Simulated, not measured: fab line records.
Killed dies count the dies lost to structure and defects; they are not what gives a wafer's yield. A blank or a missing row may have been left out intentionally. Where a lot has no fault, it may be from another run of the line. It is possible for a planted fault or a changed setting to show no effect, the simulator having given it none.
Matching of chambers :: flow n5 finfet :: N5_MOL_CONTACT_COAG_ALD_20 on ald metal-04 has 4 sister chambers
The step deposits TiN, target thk 1.5 nm, pulse time 1 s, purge time 3 s. 33 wafers are shown with their chamber, then 12 later ones without.

## WAFERS PAIRED WITH THEIR CHAMBERS
wafer: L074.1
chamber: 1
heater power w (W): 968
precursor pulse height rel: 1.028
susceptor temp C (C): 400.01

wafer: L074.3
chamber: 0
heater power w (W): 707
precursor pulse height rel: 0.983
susceptor temp C (C): 399.77

wafer: L074.5
chamber: 1
heater power w (W): 980
precursor pulse height rel: 1.006
susceptor temp C (C): 399.93

wafer: L075.2
chamber: 1
heater power w (W): 981
precursor pulse height rel: 0.987
susceptor temp C (C): 400.09

wafer: L075.4
chamber: 3
heater power w (W): 854
precursor pulse height rel: 0.960
susceptor temp C (C): 399.86

wafer: L075.6
chamber: 1
heater power w (W): 971
precursor pulse height rel: 1.007
susceptor temp C (C): 400.00

wafer: L077.1
chamber: 3
heater power w (W): 853
precursor pulse height rel: 0.969
susceptor temp C (C): 399.94

wafer: L077.2
chamber: 2
heater power w (W): 735
precursor pulse height rel: 1.040
susceptor temp C (C): 399.97

wafer: L077.6
chamber: 1
heater power w (W): 981
precursor pulse height rel: 1.013
susceptor temp C (C): 399.92

wafer: L078.1
chamber: 2
heater power w (W): 721
precursor pulse height rel: 1.015
susceptor temp C (C): 399.78

wafer: L078.4
chamber: 0
heater power w (W): 713
precursor pulse height rel: 1.032
susceptor temp C (C): 399.93

wafer: L078.6
chamber: 1
heater power w (W): 975
precursor pulse height rel: 0.993
susceptor temp C (C): 399.67

wafer: L081.1
chamber: 0
heater power w (W): 691
precursor pulse height rel: 0.985
susceptor temp C (C): 400.53

wafer: L081.5
chamber: 1
heater power w (W): 1005
precursor pulse height rel: 0.984
susceptor temp C (C): 399.83

wafer: L081.6
chamber: 0
heater power w (W): 673
precursor pulse height rel: 1.041
susceptor temp C (C): 400.28

wafer: L083.1
chamber: 1
heater power w (W): 997
precursor pulse height rel: 0.991
susceptor temp C (C): 400.14

wafer: L083.2
chamber: 0
heater power w (W): 700
precursor pulse height rel: 0.963
susceptor temp C (C): 399.91

wafer: L083.5
chamber: 3
heater power w (W): 862
precursor pulse height rel: 1.023
susceptor temp C (C): 400.06

wafer: L084.1
chamber: 0
heater power w (W): 685
precursor pulse height rel: 1.012
susceptor temp C (C): 400.28

wafer: L084.3
chamber: 1
heater power w (W): 978
precursor pulse height rel: 1.028
susceptor temp C (C): 400.37

wafer: L084.4
chamber: 3
heater power w (W): 835
precursor pulse height rel: 1.007
susceptor temp C (C): 399.97

wafer: L085.1
chamber: 1
heater power w (W): 963
precursor pulse height rel: 1.003
susceptor temp C (C): 399.52

wafer: L085.2
chamber: 3
heater power w (W): 862
precursor pulse height rel: 0.982
susceptor temp C (C): 399.85

wafer: L085.6
chamber: 0
heater power w (W): 692
precursor pulse height rel: 1.004
susceptor temp C (C): 399.98

wafer: L087.1
chamber: 3
heater power w (W): 847
precursor pulse height rel: 1.016
susceptor temp C (C): 400.04

wafer: L087.2
chamber: 0
heater power w (W): 695
precursor pulse height rel: 1.004
susceptor temp C (C): 399.54

wafer: L087.3
chamber: 2
heater power w (W): 738
precursor pulse height rel: 1.042
susceptor temp C (C): 400.20

wafer: L088.3
chamber: 3
heater power w (W): 853
precursor pulse height rel: 1.025
susceptor temp C (C): 400.10

wafer: L088.5
chamber: 1
heater power w (W): 979
precursor pulse height rel: 0.997
susceptor temp C (C): 400.14

wafer: L088.6
chamber: 0
heater power w (W): 701
precursor pulse height rel: 1.022
susceptor temp C (C): 400.05

wafer: L092.1
chamber: 1
heater power w (W): 979
precursor pulse height rel: 0.974
susceptor temp C (C): 399.85

wafer: L092.2
chamber: 0
heater power w (W): 706
precursor pulse height rel: 0.968
susceptor temp C (C): 400.04

wafer: L092.3
chamber: 2
heater power w (W): 742
precursor pulse height rel: 0.993
susceptor temp C (C): 400.00

SIGNATURES, as means of the wafers listed above
reading: heater power w
chamber 0: 696.30
chamber 1: 979.75
chamber 2: 734.00
chamber 3: 852.29
scatter within a chamber: 10.9

reading: precursor pulse height rel
chamber 0: 1.00140
chamber 1: 1.00092
chamber 2: 1.02250
chamber 3: 0.99743
scatter within a chamber: 0.0229

reading: susceptor temp C
chamber 0: 400.0310
chamber 1: 399.9558
chamber 2: 399.9875
chamber 3: 399.9743
scatter within a chamber: 0.221
Rule: for a wafer and a chamber, the distance is found by dividing, reading by reading, the gap between the wafer's reading and the chamber's mean by the reading's scatter, squaring, summing and taking the root. The wafer belongs to the nearest chamber; if the next one is less than 2 further off, it can't be placed. The scatter is the square root of a quotient: the sum, over the shown wafers, of each reading's squared deviation from its chamber's mean, divided by wafers minus chambers.

## WAFERS WHOSE CHAMBER IS MISSING
wafer: L093.1
heater power w (W): 869
precursor pulse height rel: 1.015
susceptor temp C (C): 400.20

wafer: L093.2
heater power w (W): 980
precursor pulse height rel: 0.992
susceptor temp C (C): 400.05

wafer: L093.3
heater power w (W): 689
precursor pulse height rel: 1.025
susceptor temp C (C): 399.78

wafer: L094.2
heater power w (W): 736
precursor pulse height rel: 1.002
susceptor temp C (C): 400.03

wafer: L094.3
heater power w (W): 686
precursor pulse height rel: 1.002
susceptor temp C (C): 399.75

wafer: L094.5
heater power w (W): 698
precursor pulse height rel: 1.011
susceptor temp C (C): 399.67

wafer: L096.2
heater power w (W): 721
precursor pulse height rel: 1.040
susceptor temp C (C): 399.65

wafer: L096.3
heater power w (W): 703
precursor pulse height rel: 1.015
susceptor temp C (C): 400.20

wafer: L096.6
heater power w (W): 995
precursor pulse height rel: 0.978
susceptor temp C (C): 399.93

wafer: L097.1
heater power w (W): 683
precursor pulse height rel: 1.016
susceptor temp C (C): 400.26

wafer: L097.3
heater power w (W): 946
precursor pulse height rel: 0.997
susceptor temp C (C): 400.14

wafer: L097.6
heater power w (W): 702
precursor pulse height rel: 1.003
susceptor temp C (C): 399.68

## WHICH CHAMBER EACH WENT THROUGH
wafer: L093.1
from the rows above: 3
in truth: 3

wafer: L093.2
from the rows above: 1
in truth: 1

wafer: L093.3
from the rows above: 0
in truth: 0

wafer: L094.2
from the rows above: 2
in truth: 2

wafer: L094.3
from the rows above: 0
in truth: 0

wafer: L094.5
from the rows above: can't be placed: 0 or 2
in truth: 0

wafer: L096.2
from the rows above: can't be placed: 2 or 0
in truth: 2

wafer: L096.3
from the rows above: can't be placed: 0 or 2
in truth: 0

wafer: L096.6
from the rows above: 1
in truth: 1

wafer: L097.1
from the rows above: 0
in truth: 0

wafer: L097.3
from the rows above: 1
in truth: 1

wafer: L097.6
from the rows above: can't be placed: 0 or 2
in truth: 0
Correctly placed: 8 of 12. These rows do not allow placing 4 (true chamber among the candidates in 4). Wrongly placed: 0.
